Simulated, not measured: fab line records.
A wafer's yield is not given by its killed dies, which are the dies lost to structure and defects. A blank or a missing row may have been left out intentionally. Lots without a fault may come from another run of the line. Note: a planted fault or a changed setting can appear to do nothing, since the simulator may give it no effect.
Chamber matching ; flow nand-harc ; NHARC_A_CONTACT_ETCH_48 on rie-diel-09: 4 sister chambers
The step etches the open film in CF4, target depth 39 nm, time 65 s. 24 wafers are shown with their chamber, then 12 later ones without.

== WAFERS WITH THEIR CHAMBER ==
wafer;chamber;showerhead-plenum-p-Torr (Torr);drypump-motor-current-A (A);rf-vpp-V (V)
L077.1;1;1.65;6.0;149.7
L077.2;0;1.73;5.2;150.6
L077.3;3;1.91;5.5;154.0
L078.1;1;1.65;6.0;149.8
L078.2;3;1.91;5.6;154.0
L078.3;2;1.67;4.7;150.4
L080.1;0;1.73;5.2;151.0
L080.2;2;1.67;4.7;151.7
L080.5;3;1.91;5.5;153.3
L083.2;1;1.65;6.0;148.5
L083.5;0;1.72;5.2;150.2
L083.6;1;1.65;6.0;150.1
L084.2;2;1.67;4.7;149.9
L084.4;0;1.72;5.2;150.8
L084.6;0;1.72;5.2;149.8
L085.3;3;1.90;5.6;153.2
L085.5;0;1.72;5.2;150.4
L085.6;3;1.90;5.6;153.3
L088.1;1;1.65;6.0;148.9
L088.2;2;1.66;4.7;149.9
L088.4;3;1.90;5.6;153.0
L089.1;2;1.66;4.6;149.8
L089.5;0;1.72;5.2;149.4
L089.6;3;1.90;5.6;152.4

SIGNATURES (means of the wafers above)
reading;chamber 0;chamber 1;chamber 2;chamber 3;scatter within a chamber
showerhead-plenum-p-Torr;1.7229;1.6500;1.6660;1.9043;0.00466
drypump-motor-current-A;5.200;6.000;4.680;5.571;0.0334
rf-vpp-V;150.314;149.400;150.340;153.314;0.638
Rule: distance of a wafer from a chamber = root of the sum over the readings of ((wafer's reading minus chamber's mean) / reading's scatter) squared. The wafer belongs to the nearest chamber; if the next one is less than 2 further off, it can't be placed. The scatter is the square root of a quotient: the sum, over the shown wafers, of each reading's squared deviation from its chamber's mean, divided by wafers minus chambers.

== WAFERS WHOSE CHAMBER IS MISSING ==
wafer;showerhead-plenum-p-Torr (Torr);drypump-motor-current-A (A);rf-vpp-V (V)
L090.2;1.65;6.0;149.5
L090.3;1.66;4.6;150.6
L090.6;1.72;5.2;150.9
L091.1;1.66;4.7;149.5
L091.4;1.65;6.0;150.0
L091.5;1.65;6.0;149.4
L096.1;1.72;5.2;150.5
L096.2;1.90;5.5;153.4
L096.3;1.65;6.0;151.7
L096.4;1.66;4.7;150.3
L096.5;1.65;6.0;150.0
L096.6;1.66;4.7;150.8

== THE CHAMBER EACH PASSED THROUGH ==
wafer;from the rows above;in truth
L090.2;1;1
L090.3;2;2
L090.6;0;0
L091.1;2;2
L091.4;1;1
L091.5;1;1
L096.1;0;0
L096.2;3;3
L096.3;1;1
L096.4;2;2
L096.5;1;1
L096.6;2;2
Correct placement for 12 of the 12. Not placeable from these rows: 0. Placed wrongly: 0.
